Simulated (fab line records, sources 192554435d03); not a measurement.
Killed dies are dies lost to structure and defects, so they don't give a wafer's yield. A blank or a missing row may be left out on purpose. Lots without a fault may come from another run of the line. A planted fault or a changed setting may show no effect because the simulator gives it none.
Split-lot experiment | flow n5_finfet | 7 lots, 39 wafers read, on a route of 1938 steps

THE SPLIT
At N5_BEOL_M0_SAQP_ALD_48 (deposits SiO2, target thk 20 nm, pulse time 1 s, co reactant pulse time 1 s), the setting ald_cycles was moved away from the recipe's 139 on 12 of the 39 wafers read, by -52.5% to +41.7%. The other wafers ran this setting at the recipe's value.

FROM THE SPLIT TO THE READING: what the file shows between them, 5 steps
- N5_BEOL_M0_SAQP_ETCH_49: etches SiO2 in CF4/O2, target depth 37 nm
- N5_BEOL_M0_SAQP_STRIP_75: strips in CF4
- N5_BEOL_M0_CUTY_COAT_50: time 60 s, resist thk 15 nm
- N5_BEOL_M0_CUTY_DESCUM_61: chemistry O2, time 7.9 s
- N5_BEOL_M0_CUTY_ETCH_62: etches SiARC in CF4, time 58.5 s

THE READING
SiO2_of_BEOL_M0_SAQP_ALD_48.thk_nm (the simulator's own value, which no gauge read), in nm, at N5_BEOL_M0_CUTY_ETCH_63 (etches SOC in N2/H2, target depth 82.7 nm, overetch 16.5 nm, time 124 s). The file gives no usual value for it. The 27 wafers here that ran the recipe average 12.0 nm, standard deviation 0.41 nm.

wafer  | tool, chamber at the split | ald_cycles as run | against the recipe | SiO2_of_BEOL_M0_SAQP_ALD_48.thk_nm, nm | against lot-mates on the recipe
L076.1 | ald_sin-04, 0,1            | 112               | -19.4%             | 9.6                                    | -2.3
L076.2 | ald_sin-04, 0,1            | 112               | -19.4%             | 10.2                                   | -1.7
L076.3 | ald_sin-04, 2,3,2          | 139               | recipe             | 11.6                                   | -
L076.4 | ald_sin-04, 2,3,2          | 139               | recipe             | 12.4                                   | -
L076.5 | ald_sin-04, 1              | 112               | -19.4%             | 9.4                                    | -2.5
L076.6 | ald_sin-04, 2,3,2          | 139               | recipe             | 11.8                                   | -
L084.1 | ald_sin-03, 2,0,3          | 66                | -52.5%             | 5.2                                    | -6.9
L084.2 | ald_sin-03, 2,0,3          | 66                | -52.5%             | 5.6                                    | -6.5
L084.3 | ald_sin-03, 3,1,2          | 139               | recipe             | 12.2                                   | -
L084.4 | ald_sin-03, 3,1,2          | 139               | recipe             | 12.6                                   | -
L084.5 | ald_sin-03, 2,0,3          | 66                | -52.5%             | 6.2                                    | -5.9
L084.6 | ald_sin-03, 3,1,2          | 139               | recipe             | 11.6                                   | -
L083.1 | ald_sin-03, 1              | 197               | +41.7%             | 18                                     | +5.8
L083.2 | ald_sin-03, 0,2,3          | 139               | recipe             | 12.4                                   | -
L083.3 | ald_sin-03, 0,2,3          | 139               | recipe             | 12.2                                   | -
L083.4 | ald_sin-03, 0,2,3          | 139               | recipe             | 12                                     | -
L083.5 | ald_sin-03, 0              | 197               | +41.7%             | 17.2                                   | +5.0
L083.6 | ald_sin-03, 1              | 197               | +41.7%             | 17.8                                   | +5.6
L089.1 | ald_sin-02, 1,3,1          | 139               | recipe             | 12.2                                   | -
L089.2 | ald_sin-02, 1,3,1          | 139               | recipe             | 11.6                                   | -
L089.6 | ald_sin-02, 1,3,1          | 139               | recipe             | 12                                     | -
L092.1 | ald_sin-04, 3,1,2,0,2,1    | 139               | recipe             | 12.4                                   | -
L092.3 | ald_sin-04, 3,1,2,0,2,1    | 139               | recipe             | 12.4                                   | -
L092.2 | ald_sin-04, 3,1,2,0,2,1    | 139               | recipe             | 12                                     | -
L092.5 | ald_sin-04, 3,1,2,0,2,1    | 139               | recipe             | 12                                     | -
L092.4 | ald_sin-04, 3,1,2,0,2,1    | 139               | recipe             | 12.6                                   | -
L092.6 | ald_sin-04, 3,1,2,0,2,1    | 139               | recipe             | 12.6                                   | -
L093.1 | ald_sin-02, 1,3,0          | 139               | recipe             | 12.2                                   | -
L093.3 | ald_sin-02, 1,3,0          | 139               | recipe             | 12.2                                   | -
L093.2 | ald_sin-02, 2,1,2          | 180               | +29.5%             | 15.4                                   | +3.4
L093.4 | ald_sin-02, 1,3,0          | 139               | recipe             | 11.6                                   | -
L093.5 | ald_sin-02, 2,1,2          | 180               | +29.5%             | 15.6                                   | +3.6
L093.6 | ald_sin-02, 2,1,2          | 180               | +29.5%             | 15.8                                   | +3.8
L094.1 | ald_sin-03, 1              | 139               | recipe             | 11                                     | -
L094.2 | ald_sin-03, 3,0,3,0        | 139               | recipe             | 11.8                                   | -
L094.3 | ald_sin-03, 3,0,3,0        | 139               | recipe             | 11.8                                   | -
L094.4 | ald_sin-03, 2              | 139               | recipe             | 12                                     | -
L094.5 | ald_sin-03, 3,0,3,0        | 139               | recipe             | 11.2                                   | -
L094.6 | ald_sin-03, 3,0,3,0        | 139               | recipe             | 11.6                                   | -
Where a row lists several chambers, the file gives one row for several wafers and doesn't say which wafer went through which chamber.

THE FIT
A straight line over all 39 wafers: SiO2_of_BEOL_M0_SAQP_ALD_48.thk_nm changes by +0.125 nm for each +1% of ald_cycles; r = +0.99; the points scatter about the line by 0.42 nm.
The same after taking each lot's own level away (the mean of its wafers on the recipe; 39 wafers): +0.125 nm for each +1%; r = +0.99; scatter 0.33 nm.
On that fit, the largest move of ald_cycles shifts the reading by 6.5 nm.
The lots' own levels span 11.57 to 12.33 nm, that is 1.9 times the standard deviation above.
So the lot-to-lot level changes the slope little: the two slopes agree.
Check: with one of the wafers moved furthest among these (-52.5%) left out of the fit, the line predicts -6.42 nm for it against its lot-mates. It came out at -6.93 nm against them.

THE WHOLE CHAIN: every reading that the file lists as answering this split, in the file's order
step                    | what it does                                                                | reading                                                                             | change (the file's fit)               | r (the file's)
N5_BEOL_M0_SAQP_ALD_48  | deposits SiO2, target thk 20 nm, pulse time 1 s, co reactant pulse time 1 s | SiO2_of_BEOL_M0_SAQP_ALD_48.thk_nm (the simulator's own value, which no gauge read) | +0.199 nm for each +1% of the setting | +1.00
N5_BEOL_M0_SAQP_ETCH_49 | etches SiO2 in CF4/O2, target depth 37 nm                                   | SiO2_of_BEOL_M0_SAQP_ALD_48.thk_nm (the simulator's own value, which no gauge read) | +0.148 nm for each +1% of the setting | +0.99
N5_BEOL_M0_CUTY_ETCH_62 | etches SiARC in CF4, time 58.5 s                                            | SiO2_of_BEOL_M0_SAQP_ALD_48.thk_nm (the simulator's own value, which no gauge read) | +0.132 nm for each +1% of the setting | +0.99
N5_BEOL_M0_CUTY_ETCH_63 | etches SOC in N2/H2, target depth 82.7 nm, overetch 16.5 nm, time 124 s     | SiO2_of_BEOL_M0_SAQP_ALD_48.thk_nm (the simulator's own value, which no gauge read) | +0.125 nm for each +1% of the setting | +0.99

THE FILE'S OWN FIT
SiO2_of_BEOL_M0_SAQP_ALD_48.thk_nm changes by +0.125 nm for each +1% of ald_cycles, r = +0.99.
